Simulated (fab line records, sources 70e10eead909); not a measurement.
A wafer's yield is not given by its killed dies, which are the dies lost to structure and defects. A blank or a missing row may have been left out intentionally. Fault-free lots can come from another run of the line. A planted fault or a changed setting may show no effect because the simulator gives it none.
fab line records | flow nand-harc
[record] lots = 15 wafers = 45 last-day = 34
route steps=1302 shown A_STAIRCASE@813
lots with no fault: from the same line, run without faults
start-h: start of the lot's first displayed wafer, in hours after the record's first day | wait-h: hours from the lot's prior step to this one | " the same as in the row above | L1.1+2: several wafers, shown together as one row | - no value, or no start given | * or withheld: withheld | < > ~ a bound
route shown NAME@n: a module of which the file shows steps, and the number in the route of the first | usual: average and standard deviation across the fault-free wafers | same: alike in all rows | chamber/n: place in a boat | sites: each site's reading | _std_site: the standard deviation of these | _edge_site: mean of outer sites minus mean of inner sites | radius-mm: for every site, how far away it sits from the centre of the wafer | mask NAME#n: copy n | behind: the most recent tool/chamber to have shaped the wafer | hold: the reason the lot was held/the length of the hold in hours/how it ended | device: the n, p or np transistor that did not switch | end of line: the same wafers' tests at the end of the route | step lacking rows: just its recipe | killed: the dies lost at the first sort to structure and to defects; this is not the yield of the wafer | map: a wafer's dies, marking killed ones x, the rest . and places with no die _
set.NAME: the setting that was run; set.NAME@STEP: the one run at that earlier step | model.NAME: the simulator's own value behind a step, which no gauge read
route steps across a sampled set of lots; one table per step, one row per wafer
services: from which hour (start-h, from the record's first day; less than 0 if before it) a tool's chamber was out of use, for how many hours, and why
[[steps]]
[step NHARC_A_STAIRCASE_STRIP_295]
[recipe] o2-flow-sccm = 500 ar-flow-sccm = 0 bias-w = 0 chemistry = O2
[usual] drypump-motor-current-A = 6.0/0.46 oes-product-au = 1.003/0.01 rf-vpp-V = 57.6/0.87 showerhead-plenum-p-Torr = 3.52/0.15 throttle-valve-pct = 17.037/0.0088
// columns lot.wafer tool chamber start-h wait-h drypump-motor-current-A oes-product-au rf-hours-counter-h rf-vpp-V showerhead-plenum-p-Torr throttle-valve-pct
L936.4 rie-diel-08 1 - - 6.6 1.008 4 57.8 3.47 17.028
L936.6 " 2 " " 6.5 1.015 - 58.0 3.67 17.044
L936.5 " 3 " " 5.6 1.001 - 59.6 3.40 17.040
L935.4 rie-diel-08 2 - - 6.5 1.015 6 58.8 3.67 17.038
L935.1 " 3 " " 5.7 0.997 6 56.9 3.40 17.041
L935.2 " 0 " " 6.0 0.992 5 58.5 3.74 17.019
L937.3 rie-diel-10 0 - - 5.5 1.008 50 57.2 3.40 17.040
L937.5 " 2 " " 5.6 1.018 - 56.7 3.33 17.021
L937.4 " 3 " " 5.5 0.994 - 57.9 3.37 17.025
L938.3 rie-diel-08 2 - - 6.5 1.002 11 58.0 3.67 17.029
L938.1 " 3 " " 5.7 1.004 11 57.2 3.40 17.043
L938.5 " 2 " " 6.5 1.026 - 57.4 3.67 17.037
L940.2 rie-diel-07 1 - - 5.3 0.994 28 58.8 3.63 17.024
L940.4 " 0 " " 6.0 0.988 33 58.7 3.31 17.042
L940.6 " 2 " " 6.1 0.991 - 57.5 3.79 17.040
L939.3 rie-diel-08 0 - - 6.0 0.987 12 59.0 3.74 17.016
L939.5 " 2 " " 6.5 1.011 - 57.6 3.66 17.031
L939.6 " 3 " " 5.6 1.000 - 57.2 3.40 17.021
L941.4 rie-diel-08 1 - - 6.6 1.019 20 57.3 3.46 17.050
L941.5 " 3 " " 5.7 1.008 - 56.8 3.39 17.038
L941.6 " 0 " " 5.9 0.994 - 57.2 3.73 17.037
L942.4 rie-diel-07 2 - - 6.1 1.003 49 57.8 3.78 17.042
L942.1 " 3 " " 5.4 0.989 50 56.5 3.38 17.044
L942.2 " 1 " " 5.3 0.989 38 58.1 3.62 17.027
L943.3 rie-diel-10 3 - - 5.5 0.998 7 58.4 3.36 17.041
L943.1 " 2 " " 5.6 1.022 9 56.4 3.32 17.041
L943.5 " 3 " " 5.4 1.005 - 58.2 3.36 17.026
L944.4 rie-diel-08 1 480.89 - 6.6 1.015 30 57.8 3.45 17.036
L944.3 " 3 " " 5.7 0.992 31 56.7 3.39 17.050
L944.5 " 0 " " 5.9 1.001 - 59.2 3.73 17.039
L947.2 rie-diel-08 0 - - 6.0 0.999 36 58.2 3.72 17.030
L947.1 " 1 " " 6.6 1.017 36 56.3 3.45 17.039
L947.6 " 1 " " 6.6 1.021 - 58.6 3.45 17.040
L950.1 rie-diel-08 1 - - 6.6 1.022 49 56.8 3.44 17.040
L950.4 " 2 " " 6.5 1.006 53 59.6 3.64 17.028
L950.2 " 3 " " 5.7 0.998 51 56.5 3.38 17.045
L956.1 rie-diel-08 0 - - 6.0 0.985 20 58.1 3.70 17.028
L956.2 " 1 " " 6.6 0.997 18 56.1 3.43 17.021
L956.6 " 2 " " 6.4 0.989 - 58.8 3.63 17.035
L957.1 rie-diel-08 2 - - 6.5 1.007 11 57.3 3.63 17.035
L957.2 " 0 " " 5.9 0.993 21 58.4 3.70 17.035
L957.6 " 2 " " 6.5 1.011 - 59.2 3.63 17.038
L958.3 rie-diel-08 2 - - 6.5 1.001 12 58.4 3.63 17.021
L958.4 " 0 " " 5.9 1.005 21 59.0 3.70 17.030
L958.5 " 3 " " 5.6 0.988 - 57.4 3.37 17.033
[step NHARC_A_STAIRCASE_ETCH_315]
[recipe] target-depth-a = 25000 time-s = 607.1 ion-energy-ev = 800 c4f8-flow-sccm = 80 o2-flow-sccm = 60 ar-flow-sccm = withheld rf-w = 600 bias-w = 3000 chemistry = C4F8/O2/Ar
[usual] oes-product-au = 0.936/0.01 rf-vpp-V = 1825/12
// columns lot.wafer tool chamber start-h wait-h oes-product-au rf-hours-counter-h rf-vpp-V
L936.4 rie-diel-10 2 - - 0.936 - 1810
L936.5 " 3 " " 0.923 - 1814
L936.6 " 0 " " 0.940 - 1816
L935.4 rie-diel-08 0 - - 0.929 6 1842
L935.2 " 1 " " 0.939 7 1822
L935.1 " 2 " " 0.947 7 1839
L937.4 rie-diel-07 1 - - 0.943 22 1833
L937.3 " 3 " " 0.930 31 1816
L937.5 " 2 " " 0.923 - 1845
L938.3 rie-diel-07 2 - - 0.929 35 1845
L938.1 " 0 " " 0.924 32 1809
L938.5 " 2 " " 0.924 - 1846
L940.2 rie-diel-08 1 - - 0.944 13 1823
L940.4 " 2 " " 0.937 14 1837
L940.6 " 2 " " 0.943 - 1837
L939.3 rie-diel-10 0 - - 0.953 1 1817
L939.5 " 2 " " 0.950 - 1810
L939.6 " 0 " " 0.955 - 1817
L941.4 rie-diel-08 1 - - 0.953 21 1822
L941.5 " 0 " " 0.942 - 1843
L941.6 " 1 " " 0.945 - 1821
L942.2 rie-diel-10 2 - - 0.950 10 1811
L942.4 " 3 " " 0.934 8 1814
L942.1 " 1 " " 0.934 12 1830
L943.1 rie-diel-08 1 - - 0.940 22 1822
L943.3 " 2 " " 0.941 26 1837
L943.5 " 0 " " 0.930 - 1842
L944.3 rie-diel-08 3 - - 0.926 33 1815
L944.4 " 1 " " 0.943 33 1822
L944.5 " 0 " " 0.926 - 1842
L947.2 rie-diel-07 2 - - 0.928 12 1844
L947.1 " 3 " " 0.923 10 1815
L947.6 " 1 " " 0.917 - 1833
L950.2 rie-diel-08 0 - - 0.928 50 1840
L950.1 " 1 " " 0.945 52 1820
L950.4 " 3 " " 0.934 54 1814
L956.1 rie-diel-10 0 - - 0.959 2 1814
L956.2 " 3 " " 0.965 3 1813
L956.6 " 0 " " 0.944 - 1815
L957.2 rie-diel-10 1 - - 0.936 5 1827
L957.1 " 3 " " 0.959 3 1813
L957.6 " 1 " " 0.920 - 1827
L958.4 rie-diel-08 0 - - 0.925 23 1840
L958.3 " 2 " " 0.939 14 1835
L958.5 " 0 " " 0.926 - 1840
[step NHARC_A_STAIRCASE_DEP_417]
[recipe] target-thk-a = 600 step-coverage-pct = 20 temp-c = 400 target-thk-nm = 60 flow-sccm = 200 rf-w = 450 material = Si3N4
[usual] heater-power-w = 679/50
// columns lot.wafer tool chamber start-h wait-h heater-power-w
L936.5 pecvd-03 2 400.78 - 628
L936.6 " 0 " " 688
L936.4 " 1 " " 560
L935.1 pecvd-02 2 401.88 - 650
L935.2 " 1 " " 716
L935.4 " 0 " " 677
L937.3 pecvd-02 2 405.10 - 626
L937.4 " 0 " " 743
L937.5 " 1 " " 708
L938.1 pecvd-02 1 428.28 - 593
L938.3 " 2 " " 711
L938.5 " 2 " " 708
L940.2 pecvd-02 2 435.72 - 711
L940.6 " 0 " " 698
L940.4 " 1 " " 655
L939.3 pecvd-03 1 437.03 - 688
L939.5 " 0 " " 740
L939.6 " 1 " " 690
L941.6 pecvd-04 1 467.43 - 667
L941.5 " 2 " " 663
L941.4 " 0 " " 702
L942.1 pecvd-04 0 468.10 - 658
L942.2 " 2 " " 688
L942.4 " 0 " " 653
L943.1 pecvd-02 2 469.16 - 718
L943.3 " 0 " " 656
L943.5 " 0 " " 690
L944.3 pecvd-04 2 488.74 - 665
L944.5 " 2 " " 650
L944.4 " 0 " " 656
L947.2 pecvd-03 1 518.38 - 674
L947.1 " 2 " " 597
L947.6 " 0 " " 718
L950.1 pecvd-03 2 546.03 - 667
L950.2 " 0 " " 721
L950.4 " 0 " " 738
L956.1 pecvd-03 2 617.36 - 648
L956.2 " 0 " " 680
L956.6 " 2 " " 639
L957.1 pecvd-02 1 619.38 - 668
L957.2 " 2 " " 740
L957.6 " 2 " " 724
L958.3 pecvd-02 1 622.02 - 656
L958.5 " 1 " " 663
L958.4 " 2 " " 706
[step NHARC_A_STAIRCASE_CVD_552]
[recipe] target-thk-a = 400 temp-c = 700 pressure-mtorr = 300 material = SiNx
// columns lot.wafer tool chamber start-h wait-h
L935.1+2+4 lpcvd-01 1 409.20 -
L936.4+5+6 lpcvd-01 1 409.20 -
L937.3+4+5 lpcvd-02 1 414.55 -
L938.1+3+5 lpcvd-02 1 443.00 4.2
L940.2+4+6 lpcvd-02 1 443.00 2.3
L939.3+5+6 lpcvd-01 0 448.40 4.2
L941.4+5+6 lpcvd-02 0 474.56 -
L942.1+2+4 lpcvd-02 0 474.56 -
L943.1+3+5 lpcvd-02 1 474.56 -
L943.1+3+5 lpcvd-02 1 478.40 0.7
L944.3+4+5 lpcvd-01 1 497.19 -
L944.3+4+5 lpcvd-02 1 501.03 0.7
L947.1+2+6 lpcvd-01 0 524.32 -
L947.1+2+6 lpcvd-02 0 528.22 0.7
L950.1+2+4 lpcvd-01 0 553.30 -
L956.1+2+6 lpcvd-02 1 625.46 -
L957.1+2+6 lpcvd-02 1 625.46 -
L958.3+4+5 lpcvd-02 1 630.30 -
[[services]]
// columns tool chamber start-h hours kind
rie-diel-08 - 369.81 9.0 pm
lpcvd-02 - 388.55 26.0 pm
rie-diel-10 1 394.34 6.8 repair
pecvd-02 - 408.21 13.0 pm
rie-diel-10 3 419.27 15.5 repair
rie-diel-10 - 420.36 9.0 pm
rie-diel-10 1 436.12 3.5 repair
pecvd-03 2 436.46 8.3 repair
pecvd-04 - 450.00 13.0 pm
rie-diel-07 - 473.60 9.0 pm
pecvd-02 1 544.54 8.6 repair
rie-diel-08 - 546.81 9.0 pm
pecvd-03 - 547.12 13.0 pm
pecvd-02 - 569.04 1.0 repair
rie-diel-08 1 569.81 4.9 repair
rie-diel-08 2 575.61 5.2 repair
rie-diel-08 3 575.88 4.1 repair
pecvd-04 2 577.50 6.2 repair
pecvd-03 2 588.59 15.7 repair
pecvd-02 - 589.21 13.0 pm
rie-diel-10 - 597.36 9.0 pm
rie-diel-07 3 603.48 1.4 repair
rie-diel-07 - 605.21 2.0 repair
rie-diel-10 0 621.08 12.0 repair
[[key]]
[first-sign] step = NHARC_A_STAIRCASE_CVD_552 reading = visit direction = added
effect none on later readings
met-at NHARC_A_STAIRCASE_CVD_552
struck-lots L943,L944,L947
later-rows-left-out L943.1,L943.3,L943.5,L944.3,L944.4,L944.5,L947.1,L947.2,L947.6
sort-left-out L943.1,L943.3,L943.5,L944.3,L944.4,L944.5,L947.1,L947.2,L947.6
tester-left-out L943,L944,L947
not-acting-at NHARC_A_STAIRCASE_STRIP_295,NHARC_A_STAIRCASE_ETCH_315,NHARC_A_STAIRCASE_DEP_417
[fault] kind = repeated-step-whole tool = lpcvd-01,lpcvd-02 chamber = - onset-h = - steps = NHARC_A_STAIRCASE_CVD_552 times = 1 scope = struck-lots-only
// tester-left-out: of these lots the tester's yield and bins aren't shown, on N5 and GAA mostly nor the transistor test; their killed dies are dies lost to structure and defects alone, not to doping, threshold or leakage, so they don't give the yield
// sort-left-out: the simulated sort isn't trusted on such a fault, so these wafers' sort isn't shown, and their yield isn't known
// later-rows-left-out: the simulator's readings of these wafers behind a module that went badly wrong aren't trusted and aren't shown, but for the sort
